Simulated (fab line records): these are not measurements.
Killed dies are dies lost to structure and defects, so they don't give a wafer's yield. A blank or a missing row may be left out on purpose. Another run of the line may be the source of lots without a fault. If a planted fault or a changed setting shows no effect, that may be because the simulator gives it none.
2 desks, one fault	flow n5_finfet	only its own numbers are on each desk; what lay behind them is given at the end

## FROM THE METROLOGY DESK
Means of the sampled wafers that have a number, per lot and without regard to the tool the lot ran on: this is what the gauges read. The brackets show how far a lot's mean lies from the usual mean; more than 4 standard deviations puts the lot out of limits, marked OUT. 7 of its 27 readings are shown: the first one out of limits and those lying furthest out on some lot.
Columns: A = cd_nm at N5_BEOL_M13_CD_MEAS_28, usual 209.5 nm; B = COMB_M11 at N5_BEOL_M15_RC_MEAS_101, usual 1.5e-11 S/m; C = COMB_M12 at N5_BEOL_M15_RC_MEAS_101, usual 6.2e-12 S/m; D = COMB_M12_max_site at N5_BEOL_M15_RC_MEAS_101, usual 8.9e-12 S/m; E = SERP_M13 at N5_BEOL_M15_RC_MEAS_101, usual 0.314 ohm/um; F = SERP_M13_max_site at N5_BEOL_M15_RC_MEAS_101, usual 0.317 ohm/um; G = SERP_M14 at N5_BEOL_M15_RC_MEAS_101, usual 0.161 ohm/um
lot	first seen here	A	B	C	D	E	F	G
L341	day 10 10:21	208.3	1.5e-11	9.2e-12	1.2e-11	0.315	0.319	0.176
L343	day 11 03:35	209.1	1.3e-11	5.9e-12	9.8e-12	0.318	0.322	0.165
L346	day 12 05:14	209.2	1.3e-11	6.8e-12	9.4e-12	0.314	0.316	0.163
L347	day 12 09:25	207.8	1.5e-11	6.7e-12	9.5e-12	0.316	0.320	0.160
L350	day 13 01:21	210.0	9.7e-12	7.5e-12	1.0e-11	0.307	0.311	0.159
L352	day 13 06:16	209.4	1.1e-11	5.8e-12	9.6e-12	0.319	0.323	0.156
L354	day 14 02:23	221.7 (+8.7) OUT	1.4e-11	5.4e-12	7.8e-12	0.285	0.287	0.159
L357	day 14 20:10	221.5 (+8.6) OUT	1.6e-11	6.6e-12	9.3e-12	0.295	0.299	0.163
This desk finds L354, L357 out of limits, L354 being first, at day 14 02:42 (cd_nm at N5_BEOL_M13_CD_MEAS_28). Within limits: L341, L343, L346, L347, L350, L352.

## FOR THE TOOL OWNER'S DESK: krf_scanner-02
The tool's own readings at N5_BEOL_M13_EXPOSE_25 (exposes mask M13, target cd 210 nm): means of the sampled wafers that have a number, for each lot that ran on this tool. The brackets show how far a lot's mean lies from the usual mean; more than 4 standard deviations puts the lot out of limits, marked OUT.
Columns: A = exposure_dose_mJ_cm2 at N5_BEOL_M13_EXPOSE_25, usual 21.992
lot	first seen here	A
L343	day 11 03:52	21.979
L346	day 12 05:31	21.996
L347	day 12 09:34	22.002
L350	day 13 01:30	22.001
L354	day 14 02:32	25.038 (+99 or more) OUT
L357	day 14 20:28	24.425 (+99 or more) OUT
This desk finds L354, L357 out of limits, L354 being first, at day 14 02:32 (exposure_dose_mJ_cm2 at N5_BEOL_M13_EXPOSE_25). Within limits: L343, L346, L347, L350.

## ALL TOGETHER
On L354, L357, at day 14 02:32, an alarm was possible from the tool owner's desk.
On L354, L357, the metrology desk was in a position to raise an alarm at day 14 02:42.
Every lot named ran N5_BEOL_M13_EXPOSE_25 on krf_scanner-02.

## WHAT THE SIMULATOR HAD INSERTED
Process parameters drifting: krf_scanner-02 at N5_BEOL_M13_EXPOSE_25, beginning at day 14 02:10. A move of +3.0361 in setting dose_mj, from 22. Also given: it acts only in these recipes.
Shown lots that were struck: L354, L357.
Delay (hours) between the fault's onset and each desk's first out-of-limits reading: 0 at the tool owner's desk, 1 at the metrology desk.
